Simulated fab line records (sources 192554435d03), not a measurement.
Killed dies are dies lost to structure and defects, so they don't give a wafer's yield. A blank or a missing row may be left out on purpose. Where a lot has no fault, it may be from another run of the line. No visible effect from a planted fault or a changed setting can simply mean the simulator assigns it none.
fab line records | flow n5Finfet
record: lots: 9 | wafers: 27 | lastDay: 16
route steps=1938 shown BEOL_M4@1111 BEOL_M7@1305 PAD_METAL@1894 PASSIVATION@1927
lots that met no fault: from a run of the same line without faults
startH: hours from the record's opening day to when the first of the lot's shown wafers began | waitH: hours since the lot's step before | " same as the row above | L1.1+2: a row that stands for several wafers | - no value, or no start was given | * or withheld: withheld | < > ~ a bound
route shown NAME@n: a module of which the file shows steps, and the number in the route of the first | usual: mean and standard deviation over wafers with no fault | same: alike in all rows | chamber/n: place in a boat | sites: each site's reading | _std_site: how widely they spread, as a standard deviation | _edge_site: inner sites' mean taken away from outer sites' mean | radiusMm: for every site, how far away it sits from the centre of the wafer | mask NAME#n: copy n | behind: tool/chamber where the wafer was last shaped | hold: cause of the lot's hold/its duration in hours/its outcome | device: whichever transistor did not switch (one of n, p or np) | end of line: at the end of the route, the tests of the same wafers | a step with no rows: only its recipe | killed: the dies lost at the first sort to structure and to defects; this is not the yield of the wafer | map: shows each die of a wafer: x if killed, . if not, _ if none is there
set.NAME: setting as actually run; set.NAME@STEP: the setting as run at that earlier step | model.NAME: the simulator's own value behind a step, which no gauge read
steps of the route over a sample of lots; a table a step, a row a wafer
services: a tool's chamber out of use, with start hour (startH, from the record's first day; less than 0 if before it), hours out, and reason
== steps ==
step: N5_BEOL_M4_RC_MEAS_101
usual: DIBL_N: 36.4/1.5 | DIBL_P: 36.4/1.6 | IOFF_N: 0.164/0.025 | IOFF_P: 0.214/0.028 | ION_N: 675/9.9 | ION_P: 463/6.5 | SS_N: 71.5/0.5 | SS_P: 73.3/0.56 | VT_N: 249.2/2.7 | VT_P: -250.1/2.8
lot.wafer | tool      | chamber | startH | waitH | DIBL_N[mV/V] | DIBL_P[mV/V] | IOFF_N[nA/um] | IOFF_P[nA/um] | ION_N[uA/um] | ION_P[uA/um] | SS_N[mV/dec] | SS_P[mV/dec] | VT_N[mV] | VT_P[mV]
L389.1    | prober-01 | 0       | 177.93 | 0.0   | 37.4         | 35.4         | 0.145         | 0.213         | 671          | 465          | 70.9         | 73.9         | 251.9    | -249.3
L389.2    | "         | 0       | "      | "     | 38.5         | 37.0         | 0.171         | 0.250         | 678          | 470          | 71.7         | 74.0         | 249.3    | -245.5
L389.4    | "         | 0       | "      | "     | 36.1         | 33.7         | 0.129         | 0.190         | 659          | 459          | 71.3         | 73.2         | 254.3    | -250.1
L390.4    | prober-02 | 0       | 180.43 | 0.5   | 35.8         | 37.5         | 0.165         | 0.224         | 677          | 471          | 71.8         | 73.8         | 249.6    | -249.5
L390.5    | "         | 0       | "      | "     | 36.0         | 37.2         | 0.168         | 0.219         | 682          | 467          | 71.8         | 73.6         | 247.4    | -249.8
L390.6    | "         | 0       | "      | "     | 35.8         | 36.9         | 0.166         | 0.208         | 687          | 467          | 70.9         | 73.2         | 248.3    | -250.5
L392.1    | prober-01 | 0       | 189.48 | 0.0   | 35.8         | 35.7         | 0.163         | 0.214         | 678          | 462          | 70.9         | 73.4         | 250.3    | -252.0
L392.4    | "         | 0       | "      | "     | 35.2         | 34.7         | 0.154         | 0.195         | 676          | 460          | 71.1         | 73.3         | 250.3    | -250.5
L392.6    | "         | 0       | "      | "     | 34.1         | 34.3         | 0.136         | 0.186         | 664          | 460          | 70.7         | 72.3         | 253.4    | -251.6
L393.4    | prober-01 | 0       | 195.83 | 0.5   | 36.7         | 33.8         | 0.152         | 0.187         | 670          | 459          | 71.3         | 72.3         | 250.7    | -252.1
L393.5    | "         | 0       | "      | "     | 38.0         | 35.8         | 0.176         | 0.214         | 691          | 470          | 71.4         | 74.1         | 247.4    | -250.6
L393.6    | "         | 0       | "      | "     | 37.8         | 35.7         | 0.173         | 0.210         | 678          | 457          | 72.0         | 73.6         | 246.8    | -251.4
L394.1    | prober-01 | 0       | 204.93 | 0.0   | 37.0         | 38.9         | 0.179         | 0.242         | 677          | 462          | 72.6         | 72.9         | 247.9    | -251.3
L394.3    | "         | 0       | "      | "     | 37.1         | 39.1         | 0.171         | 0.249         | 676          | 464          | 72.4         | 73.9         | 250.5    | -248.7
L394.4    | "         | 0       | "      | "     | 35.8         | 37.2         | 0.159         | 0.212         | 677          | 466          | 71.5         | 73.1         | 251.4    | -248.6
L395.2    | prober-01 | 0       | 214.72 | 1.1   | 38.0         | 38.1         | 0.188         | 0.232         | 679          | 458          | 71.8         | 73.6         | 246.1    | -248.4
L395.4    | "         | 0       | "      | "     | 39.0         | 39.0         | 0.219         | 0.242         | 694          | 469          | 72.1         | 73.2         | 242.9    | -249.2
L395.6    | "         | 0       | "      | "     | 38.1         | 37.9         | 0.191         | 0.228         | 688          | 466          | 71.2         | 74.3         | 244.9    | -249.0
L399.1    | prober-01 | 0       | 234.55 | 0.0   | 35.4         | 35.3         | 0.159         | 0.232         | 683          | 478          | 72.0         | 73.2         | 249.1    | -247.9
L399.2    | "         | 0       | "      | "     | 36.5         | 37.1         | 0.188         | 0.260         | 695          | 477          | 72.6         | 73.9         | 244.5    | -246.2
L399.4    | "         | 0       | "      | "     | 34.9         | 34.9         | 0.156         | 0.230         | 667          | 460          | 72.1         | 73.2         | 248.4    | -246.7
L404.1    | prober-02 | 0       | 269.79 | 0.4   | 36.1         | 35.7         | 0.175         | 0.209         | 686          | 466          | 71.6         | 72.9         | 244.6    | -251.3
L404.2    | "         | 0       | "      | "     | 34.7         | 34.1         | 0.146         | 0.191         | 675          | 464          | 71.5         | 72.1         | 250.2    | -250.9
L404.5    | "         | 0       | "      | "     | 36.1         | 36.0         | 0.174         | 0.210         | 682          | 459          | 71.4         | 73.4         | 249.9    | -251.5
L405.3    | prober-01 | 0       | 272.41 | 0.3   | 37.9         | 38.7         | 0.222         | 0.244         | 696          | 468          | 72.3         | 73.6         | 246.7    | -248.5
L405.4    | "         | 0       | "      | "     | 36.9         | 37.5         | 0.207         | 0.225         | 697          | 468          | 71.7         | 74.4         | 245.8    | -249.9
L405.6    | "         | 0       | "      | "     | 38.5         | 39.4         | 0.247         | 0.256         | 703          | 469          | 71.3         | 74.2         | 242.5    | -246.1
step: N5_BEOL_M7_VIA_ETCH_34
recipe: chemistry: C4F6/O2 | target: SiCOH_lowk | targetDepthA: 1255 | maskMaterial: SOC | taperDeg: 4 | timeS: 50.5 | ionEnergyEv: 250 | pressureMtorr: 30 | sourceW: 345 | biasW: 185 | Ar_flow_sccm: 300 | C4F6_flow_sccm: 10 | O2_flow_sccm: 10
usual: drypumpMotorCurrentA: 5.5/0.5 | oes_f_703_au: 0.78/0.082 | oesProductAu: 0.78/0.086 | rfVppV: 666/7.7 | showerheadPlenumPTorr: 2.86/0.079 | throttleValvePct: 20.91/0.23
lot.wafer | tool       | chamber | startH | waitH | drypumpMotorCurrentA | oes_f_703_au | oesProductAu | rfHoursCounterH | rfVppV | showerheadPlenumPTorr | throttleValvePct
L389.1    | rieDiel-05 | 3       | 203.14 | 0.0   | 5.4                  | 0.74         | 0.74         | 179             | 665    | 2.96                  | 20.87
L389.2    | "          | 0       | "      | "     | 5.3                  | 0.75         | 0.75         | 164             | 657    | 2.86                  | 20.74
L389.4    | "          | 2       | "      | "     | 6.0                  | 0.67         | 0.68         | -               | 665    | 2.80                  | 21.22
L390.4    | rieDiel-03 | 0       | 204.61 | 0.0   | 5.3                  | 0.70         | 0.70         | 198             | 679    | 2.93                  | 20.87
L390.5    | "          | 2       | "      | "     | 4.8                  | 0.94         | 0.93         | -               | 664    | 2.81                  | 20.42
L390.6    | "          | 3       | "      | "     | 5.1                  | 0.83         | 0.83         | -               | 655    | 2.87                  | 20.79
L392.1    | rieDiel-06 | 0       | 214.86 | 0.0   | 5.5                  | 0.76         | 0.74         | 161             | 655    | 2.74                  | 21.17
L392.4    | "          | 1       | "      | "     | 5.3                  | 0.84         | 0.85         | 71              | 674    | 2.89                  | 20.98
L392.6    | "          | 1       | "      | "     | 5.4                  | 0.83         | 0.85         | -               | 673    | 2.89                  | 20.97
L393.4    | rieDiel-05 | 3       | 221.78 | 0.0   | 5.4                  | 0.72         | 0.72         | -               | 664    | 2.96                  | 20.88
L393.5    | "          | 1       | "      | "     | 5.6                  | 0.95         | 0.95         | -               | 676    | 3.03                  | 20.94
L393.6    | "          | 0       | "      | "     | 5.3                  | 0.74         | 0.75         | -               | 658    | 2.85                  | 20.75
L394.1    | rieDiel-03 | 2       | 226.36 | 0.0   | 4.8                  | 0.92         | 0.92         | 11              | 664    | 2.81                  | 20.40
L394.3    | "          | 0       | "      | "     | 5.4                  | 0.70         | 0.69         | 207             | 677    | 2.93                  | 20.88
L394.4    | "          | 1       | "      | "     | 5.2                  | 0.70         | 0.68         | -               | 661    | 2.94                  | 20.95
L395.2    | rieDiel-03 | 2       | 238.89 | 0.0   | 4.8                  | 0.91         | 0.91         | 15              | 664    | 2.81                  | 20.43
L395.4    | "          | 2       | "      | "     | 4.8                  | 0.91         | 0.91         | -               | 662    | 2.80                  | 20.43
L395.6    | "          | 0       | "      | "     | 5.3                  | 0.69         | 0.69         | -               | 677    | 2.92                  | 20.88
L399.1    | rieDiel-06 | 3       | 259.17 | 0.0   | 6.8                  | 0.84         | 0.85         | 64              | 671    | 2.90                  | 20.78
L399.2    | "          | 1       | "      | "     | 5.3                  | 0.82         | 0.83         | 86              | 673    | 2.88                  | 21.01
L399.4    | "          | 0       | "      | "     | 5.5                  | 0.75         | 0.73         | 176             | 654    | 2.73                  | 21.18
L404.1    | rieDiel-03 | 2       | 295.74 | 0.0   | 4.8                  | 0.88         | 0.74         | 32              | 664    | 2.80                  | 20.43
L404.2    | "          | 3       | "      | "     | 5.1                  | 0.82         | 0.79         | 122             | 655    | 2.86                  | 20.83
L404.5    | "          | 0       | "      | "     | 5.4                  | 0.68         | 0.67         | -               | 677    | 2.92                  | 20.90
L405.3    | rieDiel-03 | 0       | 297.75 | 0.0   | 5.3                  | 0.69         | 0.68         | 230             | 676    | 2.92                  | 20.90
L405.4    | "          | 2       | "      | "     | 4.8                  | 0.88         | 0.74         | 33              | 665    | 2.80                  | 20.42
L405.6    | "          | 2       | "      | "     | 4.8                  | 0.87         | 0.88         | -               | 663    | 2.80                  | 20.47
step: N5_PASSIVATION_PRE_CLEAN_19
recipe: gas: H2/He | timeS: * | tempC: *
usual: heaterPowerW: 434/26
lot.wafer | tool          | chamber | startH | waitH | heaterPowerW
L392.1    | pvdSputter-01 | -       | 275.49 | 0.0   | 442
L392.4    | "             | -       | "      | "     | 411
L392.6    | "             | -       | "      | "     | 420
L390.4    | pvdSputter-02 | -       | 277.86 | 0.0   | 450
L390.5    | "             | -       | "      | "     | 405
L390.6    | "             | -       | "      | "     | 476
L389.1    | pvdSputter-02 | -       | 278.79 | 0.0   | 387
L389.2    | "             | -       | "      | "     | 457
L389.4    | "             | -       | "      | "     | 470
L393.4    | pvdSputter-02 | -       | 283.98 | 0.0   | 424
L393.5    | "             | -       | "      | "     | 417
L393.6    | "             | -       | "      | "     | 477
L394.1    | pvdSputter-02 | -       | 299.41 | 0.0   | 384
L394.3    | "             | -       | "      | "     | 466
L394.4    | "             | -       | "      | "     | 457
L395.2    | pvdSputter-02 | -       | 309.55 | 0.0   | 471
L395.4    | "             | -       | "      | "     | 458
L395.6    | "             | -       | "      | "     | 375
L399.1    | pvdSputter-02 | -       | 330.35 | 0.0   | 412
L399.2    | "             | -       | "      | "     | 460
L399.4    | "             | -       | "      | "     | 466
L404.2    | pvdSputter-01 | -       | 358.52 | 0.0   | 451
L404.5    | "             | -       | "      | "     | 441
L405.3    | pvdSputter-02 | -       | 366.41 | 0.0   | 419
L405.6    | "             | -       | "      | "     | 412
step: N5_PASSIVATION_INSPECT_67
recipe: mode: adi | inspectInstrument: macro
usual: rawDefectCount: 2.0/1.5
lot.wafer | tool             | chamber | startH | waitH | rawDefectCount
L392.1    | defectInspect-01 | -       | 278.24 | 0.0   | 1
L392.4    | "                | -       | "      | "     | 2
L392.6    | "                | -       | "      | "     | 1
L390.4    | defectInspect-02 | -       | 280.70 | 0.0   | 5
L390.5    | "                | -       | "      | "     | 1
L390.6    | "                | -       | "      | "     | 5
L389.1    | defectInspect-01 | -       | 281.33 | 0.0   | 2
L389.2    | "                | -       | "      | "     | 2
L389.4    | "                | -       | "      | "     | 0
L393.4    | defectInspect-01 | -       | 286.63 | 0.0   | 1
L393.5    | "                | -       | "      | "     | 1
L393.6    | "                | -       | "      | "     | 2
L394.1    | defectInspect-02 | -       | 302.06 | 0.0   | 1
L394.3    | "                | -       | "      | "     | 4
L394.4    | "                | -       | "      | "     | 1
L395.2    | defectInspect-01 | -       | 312.10 | 0.0   | 1
L395.4    | "                | -       | "      | "     | 3
L395.6    | "                | -       | "      | "     | 2
L399.1    | defectInspect-02 | -       | 333.01 | 0.0   | 1
L399.2    | "                | -       | "      | "     | 0
L399.4    | "                | -       | "      | "     | 0
L404.2    | defectInspect-01 | -       | 361.17 | 0.0   | 3
L404.5    | "                | -       | "      | "     | 1
L405.3    | defectInspect-02 | -       | 369.10 | 0.0   | 1
L405.6    | "                | -       | "      | "     | 2
step: N5_PASSIVATION_STRIP_48
recipe: chemistry: O2 | powerW: 600 | tempC: 60 | pressureMtorr: 30 | rfFrequencyHz: 6e+07 | biasPowerW: 0 | overashFraction: 0.5 | o2FlowSccm: 225
usual: drypumpMotorCurrentA: 5.6/0.41 | oesProductAu: 0.79/0.069 | rfVppV: 3.7/2.7 | showerheadPlenumPTorr: 2.10/0.066 | throttleValvePct: 16.82/0.27
lot.wafer | tool       | chamber | startH | waitH | drypumpMotorCurrentA | oesProductAu | rfHoursCounterH | rfVppV | showerheadPlenumPTorr | throttleValvePct
L392.1    | rieDiel-01 | 0       | 278.83 | 0.1   | 5.9                  | 0.88         | 48              | 8.7    | 2.13                  | 16.41
L392.4    | "          | 3       | "      | "     | 6.2                  | 0.76         | 133             | 0.3    | 2.20                  | 17.08
L392.6    | "          | 1       | "      | "     | 6.1                  | 0.75         | -               | 5.4    | 2.01                  | 16.99
L390.4    | rieDiel-04 | 3       | 281.41 | 0.1   | 5.4                  | 0.77         | 126             | 2.6    | 2.12                  | 16.89
L390.5    | "          | 3       | "      | "     | 5.4                  | 0.79         | -               | 4.2    | 2.11                  | 16.90
L390.6    | "          | 2       | "      | "     | 5.6                  | 0.87         | -               | 13.9   | 2.13                  | 17.00
L389.1    | rieDiel-01 | 0       | 282.22 | 0.1   | 6.0                  | 0.89         | 50              | 5.1    | 2.13                  | 16.50
L389.2    | "          | 1       | "      | "     | 6.1                  | 0.74         | 157             | 1.7    | 2.01                  | 16.96
L389.4    | "          | 3       | "      | "     | 6.2                  | 0.80         | 134             | 3.6    | 2.20                  | 17.12
L393.4    | rieDiel-04 | 3       | 287.22 | 0.1   | 5.4                  | 0.78         | 129             | 1.3    | 2.12                  | 16.87
L393.5    | "          | 2       | "      | "     | 5.7                  | 0.84         | -               | 3.4    | 2.14                  | 16.87
L393.6    | "          | 3       | "      | "     | 5.4                  | 0.80         | -               | 1.5    | 2.11                  | 16.90
L394.1    | rieDiel-02 | 2       | 302.65 | 0.1   | 5.0                  | 0.66         | 220             | 7.1    | 1.99                  | 17.06
L394.3    | "          | 3       | "      | "     | 4.9                  | 0.70         | 202             | 11.0   | 2.09                  | 16.83
L394.4    | "          | 1       | "      | "     | 5.3                  | 0.84         | 56              | 0      | 2.03                  | 16.49
L395.2    | rieDiel-04 | 1       | 312.69 | 0.1   | 4.8                  | 0.95         | 19              | 6.6    | 2.05                  | 16.46
L395.4    | "          | 2       | "      | "     | 5.7                  | 0.82         | 68              | 2.3    | 2.13                  | 16.98
L395.6    | "          | 2       | "      | "     | 5.7                  | 0.84         | -               | 4.0    | 2.13                  | 16.99
L399.1    | rieDiel-02 | 3       | 333.60 | 0.1   | 4.9                  | 0.71         | 214             | 7.7    | 2.08                  | 16.84
L399.2    | "          | 0       | "      | "     | 5.6                  | 0.70         | 228             | 3.3    | 2.08                  | 17.13
L399.4    | "          | 2       | "      | "     | 5.0                  | 0.65         | 232             | 6.6    | 1.98                  | 17.14
L404.2    | rieDiel-02 | 2       | 362.42 | 0.1   | 5.0                  | 0.69         | 241             | 3.3    | 1.98                  | 17.10
L404.5    | "          | 0       | "      | "     | 5.6                  | 0.72         | -               | 2.0    | 2.08                  | 17.16
L405.3    | rieDiel-01 | 0       | 369.75 | 0.1   | 5.9                  | 0.82         | 75              | 5.0    | 2.12                  | 16.58
L405.6    | "          | 3       | "      | "     | 6.2                  | 0.74         | -               | 7.2    | 2.19                  | 17.13
step: N5_PASSIVATION_PROBE_49
usual: defectLimitedYield: 91.1/1.4 | killed_at_M0_to_M3: 35/8.7 | killed_at_M4_up: 14/5.3 | killedAtContacts: 12/6.2 | killedAtFrontEnd: 41/12 | killedAtOther: 3.4/2.6 | killedDies: 105/16 | killedOnRim: 14/3.8 | killedOpen: 67/13 | killedShort: 36/7.3 | sort_bin_5_function: 5.2/0.96 | sort_bin_6_memory: 3.3/0.6 | sortNPass: 1075/16 | sortYieldPct: 91.1/1.4
same: grossDies: 1180 | killedAtBackSide: 0 | sort_bin_4_leakage[%]: 0 | sort_bin_8_speed[%]: 0
lot.wafer | tool      | chamber | startH | waitH | defectLimitedYield[%] | killed_at_M0_to_M3 | killed_at_M4_up | killedAtContacts | killedAtFrontEnd | killedAtOther | killedDies | killedOnRim | killedOpen | killedShort | sort_bin_5_function[%] | sort_bin_6_memory[%] | sortNPass | sortYieldPct[%]
L390.4    | prober-01 | -       | 284.08 | 0.2   | 91.7                  | 24                 | 17              | 11               | 45               | 1             | 98         | 11          | 62         | 35          | 4.4                    | 3.5                  | 1082      | 91.7
L390.5    | prober-01 | -       | 284.13 | 0.2   | 92.3                  | 39                 | 15              | 6                | 30               | 1             | 91         | 14          | 57         | 33          | 3.9                    | 3.6                  | 1089      | 92.3
L390.6    | prober-01 | -       | 284.18 | 0.3   | 93.5                  | 29                 | 15              | 4                | 25               | 4             | 77         | 9           | 45         | 31          | 4.0                    | 2.5                  | 1103      | 93.5
L394.1    | prober-01 | -       | 305.14 | 0.0   | 88.5                  | 46                 | 11              | 5                | 69               | 5             | 136        | 18          | 83         | 52          | 7.5                    | 3.6                  | 1044      | 88.5
L394.3    | prober-01 | -       | 305.24 | 0.1   | 91.2                  | 42                 | 8               | 6                | 47               | 1             | 104        | 12          | 69         | 35          | 5.6                    | 3.0                  | 1076      | 91.2
L394.4    | prober-01 | -       | 305.29 | 0.2   | 90.0                  | 32                 | 12              | 8                | 66               | 0             | 118        | 17          | 67         | 46          | 6.3                    | 3.1                  | 1062      | 90.0
L404.1    | prober-02 | -       | 364.91 | 0.0   | 16.5                  | 33                 | 859             | 19               | 70               | 4             | 985        | 152         | 93         | 44          | 78.1                   | 4.7                  | 195       | 16.5
L404.2    | prober-02 | -       | 364.96 | 0.1   | 87.9                  | 46                 | 11              | 36               | 45               | 5             | 143        | 16          | 96         | 47          | 6.9                    | 4.6                  | 1037      | 87.9
L404.5    | prober-02 | -       | 365.11 | 0.2   | 91.4                  | 32                 | 19              | 19               | 26               | 6             | 102        | 10          | 73         | 27          | 4.9                    | 3.5                  | 1078      | 91.4
L405.3    | prober-01 | -       | 372.34 | 0.1   | 91.6                  | 33                 | 22              | 16               | 27               | 1             | 99         | 14          | 60         | 36          | 4.9                    | 3.2                  | 1081      | 91.6
L405.4    | prober-01 | -       | 372.39 | 0.2   | 18.6                  | 26                 | 909             | 4                | 21               | 0             | 960        | 151         | 42         | 30          | 78.6                   | 2.6                  | 220       | 18.6
L405.6    | prober-01 | -       | 372.49 | 0.3   | 94.2                  | 25                 | 18              | 3                | 20               | 2             | 68         | 9           | 48         | 18          | 3.2                    | 2.3                  | 1112      | 94.2
killed by level:class
L390.4 STI_FIN_REVEAL:geometricParticle:open=14 BEOL_M0_SAQP:geometricParticle:short=9 FIN_SAQP:geometricParticle:open=8 MOL_CONTACT_COAG:geometricParticle:open=8 BEOL_M4:geometricParticle:open=7 GATE_CUT:geometricParticle:short=7 GATE_CUT:geometricParticle:open=5 BEOL_M0:geometricParticle:open=5
L390.5 BEOL_M0_SAQP:geometricParticle:open=17 BEOL_M0_SAQP:geometricParticle:short=11 DUMMY_GATE:geometricParticle:open=6 DUMMY_GATE:geometricParticle:short=6 MOL_CONTACT_COAG:geometricParticle:open=6 FIN_SAQP:geometricParticle:short=5 BEOL_M5:geometricParticle:open=5 FIN_SAQP:geometricParticle:open=3
L390.6 BEOL_M0_SAQP:geometricParticle:short=9 BEOL_M1:geometricParticle:open=8 STI_FIN_REVEAL:geometricParticle:open=6 BEOL_M5:geometricParticle:open=6 FIN_SAQP:geometricParticle:short=4 BEOL_M0_SAQP:geometricParticle:open=4 FIN_SAQP:geometricParticle:open=3 STI_FIN_REVEAL:geometricParticle:short=3
L394.1 FIN_SAQP:geometricParticle:open=20 FIN_SAQP:geometricParticle:short=15 BEOL_M1:geometricParticle:open=12 BEOL_M0_SAQP:geometricParticle:short=11 BEOL_M0_SAQP:geometricParticle:open=8 STI_FIN_REVEAL:geometricParticle:open=6 DUMMY_GATE:geometricParticle:open=6 BEOL_M1:geometricParticle:short=5
L394.3 FIN_SAQP:geometricParticle:open=14 BEOL_M0_SAQP:geometricParticle:open=10 STI_FIN_REVEAL:geometricParticle:open=9 BEOL_M0_SAQP:geometricParticle:short=9 BEOL_M1:geometricParticle:open=8 BEOL_M1:geometricParticle:short=6 FIN_SAQP:geometricParticle:short=5 BEOL_M2:geometricParticle:open=5
L394.4 FIN_SAQP:geometricParticle:open=17 BEOL_M0_SAQP:geometricParticle:open=15 FIN_SAQP:geometricParticle:short=14 GATE_CUT:geometricParticle:short=11 BEOL_M0_SAQP:geometricParticle:short=8 STI_FIN_REVEAL:geometricParticle:open=6 GATE_CUT:geometricParticle:open=6 MOL_CONTACT_COAG:geometricParticle:open=6
L404.1 BEOL_M7:areaEtch=847 FIN_SAQP:geometricParticle:open=33 MOL_CONTACT_COAG:geometricParticle:open=19 FIN_SAQP:geometricParticle:short=18 BEOL_M1:geometricParticle:open=12 BEOL_M0_SAQP:geometricParticle:short=5 GATE_CUT:geometricParticle:short=5 BEOL_M0_SAQP:geometricParticle:open=5
L404.2 MOL_CONTACT_COAG:geometricParticle:open=28 FIN_SAQP:geometricParticle:open=22 FIN_SAQP:geometricParticle:short=13 BEOL_M1:geometricParticle:open=12 BEOL_M0_SAQP:geometricParticle:short=9 BEOL_M2:geometricParticle:open=8 MOL_CONTACT_COAG:geometricParticle:short=8 BEOL_M3:geometricParticle:open=7
L404.5 MOL_CONTACT_COAG:geometricParticle:open=17 FIN_SAQP:geometricParticle:short=11 BEOL_M0_SAQP:geometricParticle:open=8 BEOL_M1:geometricParticle:open=8 BEOL_M4:geometricParticle:open=7 FIN_SAQP:geometricParticle:open=5 BEOL_M0_SAQP:geometricParticle:short=5 BEOL_M2:geometricParticle:open=4
L405.3 BEOL_M2:geometricParticle:open=11 MOL_CONTACT_COAG:geometricParticle:open=10 FIN_SAQP:geometricParticle:short=6 GATE_CUT:geometricParticle:short=5 MOL_CONTACT_COAG:geometricParticle:short=5 BEOL_M0_SAQP:geometricParticle:short=5 BEOL_M6:geometricParticle:open=5 GATE_CUT:geometricParticle:open=4
L405.4 BEOL_M7:areaEtch=888 FIN_SAQP:geometricParticle:short=8 BEOL_M4:geometricParticle:short=7 BEOL_M0_SAQP:geometricParticle:short=5 BEOL_M0:geometricParticle:open=5 BEOL_M1:geometricParticle:open=5 BEOL_M4:geometricParticle:open=5 GATE_CUT:geometricParticle:short=4
L405.6 BEOL_M0_SAQP:geometricParticle:open=6 BEOL_M2:geometricParticle:open=6 DUMMY_GATE:geometricParticle:open=4 GATE_CUT:geometricParticle:short=4 BEOL_M5:geometricParticle:open=4 FIN_SAQP:geometricParticle:open=3 BEOL_M0:geometricParticle:open=3 BEOL_M3:geometricParticle:open=3
== services ==
tool          | chamber | startH | hours | kind
rieDiel-02    | 0       | 180.49 | 4.4   | repair
rieDiel-03    | 2       | 208.36 | 12.5  | repair
rieDiel-03    | 3       | 217.87 | 22.0  | repair
rieDiel-02    | -       | 220.78 | 2.3   | repair
rieDiel-04    | 1       | 229.53 | -     | clean
rieDiel-05    | 3       | 240.96 | 8.6   | repair
rieDiel-01    | 3       | 270.15 | 5.9   | repair
rieDiel-05    | 2       | 283.44 | 5.7   | repair
rieDiel-01    | 2       | 285.76 | 10.5  | repair
rieDiel-03    | 1       | 291.24 | 4.8   | repair
rieDiel-03    | -       | 296.14 | 0.2   | repair
rieDiel-01    | 0       | 307.46 | 4.7   | repair
rieDiel-06    | -       | 307.82 | 0.2   | repair
rieDiel-01    | 0       | 314.89 | 13.9  | repair
rieDiel-01    | 1       | 329.92 | 2.2   | repair
rieDiel-03    | 1       | 340.61 | -     | clean
rieDiel-03    | 1       | 340.61 | -     | consumableReplace:focusRing
rieDiel-03    | 1       | 340.61 | 18.4  | scheduledDown
rieDiel-03    | 1       | 340.61 | 18.4  | ventCycle
rieDiel-03    | 0       | 341.19 | 7.5   | repair
rieDiel-04    | 3       | 350.74 | 3.8   | repair
rieDiel-01    | -       | 352.40 | 0.5   | repair
pvdSputter-01 | -       | 363.13 | 9.5   | repair
pvdSputter-02 | -       | 369.14 | 3.4   | repair
== key ==
firstSign: step: N5_PASSIVATION_PROBE_49 | reading: killed_at_M4_up | direction: up | sigmas: 99+ | usual: 14 | struck: 884
effect: step: N5_PASSIVATION_PROBE_49 | reading: sort_bin_5_function | direction: up | sigmas: 76 | usual: 5.2 | struck: 78.3
moreKillsBornAt: N5_BEOL_M7_VIA_ETCH_34@rieDiel-03: 1735
metAt N5_BEOL_M7_VIA_ETCH_34
struckLots L404,L405
struckWafers L404.1,L405.4
laterRowsLeftOut L404.1,L405.4
notActingAt N5_PASSIVATION_PRE_CLEAN_19,N5_PASSIVATION_INSPECT_67,N5_PASSIVATION_STRIP_48
onsetBetween 238.89 295.74
fault: kind: processParameterDrift | tool: rieDiel-03 | chamber: - | onsetH: 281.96 | steps: N5_BEOL_M7_VIA_ETCH_34 | channel: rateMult | offset: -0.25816 | shape: step | endH: 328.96 | scope: struckWafersOnly
laterRowsLeftOut: the simulator's readings of these wafers behind a module that went badly wrong aren't trusted and aren't shown, but for the sort
